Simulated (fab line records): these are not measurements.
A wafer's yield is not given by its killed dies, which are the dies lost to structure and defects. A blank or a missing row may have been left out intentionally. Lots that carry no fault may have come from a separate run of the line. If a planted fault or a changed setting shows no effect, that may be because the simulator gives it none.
Which tool was responsible? -- flow nand_harc -- 14 lots with 40 wafers sampled at 4 steps, on a route of 1302 steps

WHAT THE GAUGES READ, wafer by wafer
NHARC_THIN_TSV_INSPECT_40. Usual: raw_defect_count reads 551 (standard deviation 85).
lot,measured,on,raw_defect_count,flag
L761,day 24 03:59,defect_inspect-02,619 945 610,
L760,day 25 01:58,defect_inspect-01,470 414 693,
L762,day 25 08:58,defect_inspect-01,631 571 564,
L763,day 25 08:58,defect_inspect-01,544 528 593,
L764,day 25 20:43,defect_inspect-01,497 565 535,
L765,day 25 20:43,defect_inspect-01,470 485 622,
L766,day 27 16:37,defect_inspect-02,512 495 522,
L773,day 29 20:14,defect_inspect-02,495 515 501,
L775,day 30 06:08,defect_inspect-01,593 576,
L776,day 30 21:31,defect_inspect-02,519 580,
L781,day 33 00:48,defect_inspect-02,545 562 590,
L783,day 33 00:48,defect_inspect-02,594 526 484,
L780,day 33 07:28,defect_inspect-02,382 644 521,
L782,day 33 20:59,defect_inspect-01,505 639 584,

TOOL THAT RAN EACH LOT (tool first, then ch and the chambers of the sampled wafers, then the start)
lot,NHARC_A_BONDPAD_ANNEAL_28,NHARC_THIN_TSV_PRE_CLEAN_54,NHARC_THIN_TSV_ETCH_59
L761,"rtp_anneal-02 ch 0, day 23 03:03","pvd_sputter-01, day 23 20:53","rie_metal-02 ch 0,1, day 23 22:19"
L760,"rtp_anneal-01 ch 0, day 23 20:53","pvd_sputter-03, day 24 17:10","rie_metal-02 ch 0,1, day 24 18:34"
L762,"rtp_anneal-02 ch 0, day 24 03:58","pvd_sputter-02, day 24 22:32","rie_metal-03 ch 0,1, day 24 23:52"
L763,"rtp_anneal-01 ch 0, day 24 08:58","pvd_sputter-01, day 25 02:48","rie_metal-02 ch 0, day 25 04:11"
L764,"rtp_anneal-01 ch 0, day 24 17:19","pvd_sputter-03, day 25 11:35","rie_metal-01 ch 0,1, day 25 13:01"
L765,"rtp_anneal-02 ch 0, day 24 20:11","pvd_sputter-02, day 25 12:41","rie_metal-02 ch 0,1, day 25 13:54"
L766,"rtp_anneal-02 ch 0, day 26 12:06","pvd_sputter-03, day 27 08:11","rie_metal-03 ch 1, day 27 09:26"
L773,"rtp_anneal-02 ch 0, day 28 18:37","pvd_sputter-03, day 29 12:28","rie_metal-01 ch 1, day 29 13:50"
L775,"rtp_anneal-01 ch 0, day 29 02:52","pvd_sputter-01, day 29 23:01","rie_metal-02 ch 0, day 30 00:13"
L776,"rtp_anneal-02 ch 0, day 29 23:43","pvd_sputter-03, day 30 15:22","rie_metal-02 ch 0, day 30 16:38"
L781,"rtp_anneal-01 ch 0, day 31 22:46","pvd_sputter-03, day 32 17:45","rie_metal-03 ch 0,1, day 32 19:08"
L783,"rtp_anneal-01 ch 0, day 32 00:07","pvd_sputter-03, day 32 19:07","rie_metal-01 ch 0,1, day 32 20:33"
L780,"rtp_anneal-01 ch 0, day 32 02:05","pvd_sputter-03, day 32 22:29","rie_metal-01 ch 0,1, day 32 23:50"
L782,"rtp_anneal-01 ch 0, day 32 18:05","pvd_sputter-01, day 33 12:35","rie_metal-01 ch 0,1, day 33 13:56"
- NHARC_A_BONDPAD_ANNEAL_28: time 90 s.
- NHARC_THIN_TSV_PRE_CLEAN_54: time 30 s.
- NHARC_THIN_TSV_ETCH_59: etches the open film in Cl2/BCl3, target depth 880 nm, time 138.1 s.

WHAT THE TOOLS THEMSELVES READ (means of the sampled wafers that have a number; where no wafer has one, the mark that the record gives instead)
NHARC_A_BONDPAD_ANNEAL_28. Usual: wafer_temp_C_max reads 226.3 (standard deviation 0.31).
lot,tool,wafer_temp_C_max,flag
L761,rtp_anneal-02,226.3,
L760,rtp_anneal-01,226.4,
L762,rtp_anneal-02,226.4,
L763,rtp_anneal-01,226.2,
L764,rtp_anneal-01,226.7,
L765,rtp_anneal-02,226.2,
L766,rtp_anneal-02,226.3,
L773,rtp_anneal-02,226.1,
L775,rtp_anneal-01,226.9,
L776,rtp_anneal-02,226.6,
L781,rtp_anneal-01,226.5,
L783,rtp_anneal-01,226.3,
L780,rtp_anneal-01,226.3,
L782,rtp_anneal-01,226.3,

NHARC_THIN_TSV_PRE_CLEAN_54. Usual: heater_power_w reads 408 W (standard deviation 43).
lot,tool,heater_power_w (W),flag
L761,pvd_sputter-01,397,
L760,pvd_sputter-03,372,
L762,pvd_sputter-02,452,
L763,pvd_sputter-01,426,
L764,pvd_sputter-03,382,
L765,pvd_sputter-02,444,
L766,pvd_sputter-03,386,
L773,pvd_sputter-03,388,
L775,pvd_sputter-01,365,
L776,pvd_sputter-03,418,
L781,pvd_sputter-03,374,
L783,pvd_sputter-03,427,
L780,pvd_sputter-03,404,
L782,pvd_sputter-01,386,

NHARC_THIN_TSV_ETCH_59. Usual: drypump_motor_current_A 5.4 A, standard deviation 0.5; oes_product_au 1.002 a.u., standard deviation 0.0095; throttle_valve_pct 22.263 %, standard deviation 0.0094.
lot,tool,drypump_motor_current_A (A),oes_product_au (a.u.),throttle_valve_pct (%),flag
L761,rie_metal-02,5.7,0.999,22.268,
L760,rie_metal-02,5.7,1.002,22.255,
L762,rie_metal-03,4.9,0.993,22.274,
L763,rie_metal-02,5.4,0.997,22.268,
L764,rie_metal-01,5.4,1.006,22.263,
L765,rie_metal-02,6.1,1.013,22.268,
L766,rie_metal-03,5.4,0.995,22.262,
L773,rie_metal-01,4.9,1.007,22.263,
L775,rie_metal-02,5.4,0.958,22.268,OFF
L776,rie_metal-02,5.4,0.956,22.257,OFF
L781,rie_metal-03,5.1,0.993,22.255,
L783,rie_metal-01,5.1,1.006,22.263,
L780,rie_metal-01,5.1,1.009,22.261,
L782,rie_metal-01,5.4,1.008,22.270,

THE ANSWER, worked out from the rows above alone
Rule: a lot is off if the mean of its wafers that have a number lies more than 3 standard deviations from the usual mean. Also off: a lot with no number at a reading for which 4 or more lots have one. Where the step has rows for the other lots, those lots are counted as sound. After the gauges, taken in route order, come the tools' own readings; for these a lot's mean is taken, as printed above. At the first step where some lot is off, the reading lying furthest off is the one used; lots without a number count as furthest.
Off, at NHARC_THIN_TSV_ETCH_59 on oes_product_au: L775, L776.
If a tool, at that step or one of the process steps before it, ran each lot that is off and ran no sound lot following the first of them, it fits. One fits: NHARC_THIN_TSV_ETCH_59 on rie_metal-02. Its last sound lot is L765 (day 25 13:54), its first lot that is off L775 (day 30 00:13): a fault that began between those two fits.
The tool's own readings at NHARC_THIN_TSV_ETCH_59 bear it out: on the lots that are off they differ by more than 5 times the standard deviation of the sound lots' means. oes_product_au reads 0.957 a.u. there against 1.002 a.u. on the sound lots.

WHAT THE SIMULATOR HAD PUT IN
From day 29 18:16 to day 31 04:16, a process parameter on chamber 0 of rie_metal-02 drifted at NHARC_THIN_TSV_ETCH_59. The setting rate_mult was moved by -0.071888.
Shown lots that were struck: L775, L776. The rule given above showed the same thing.
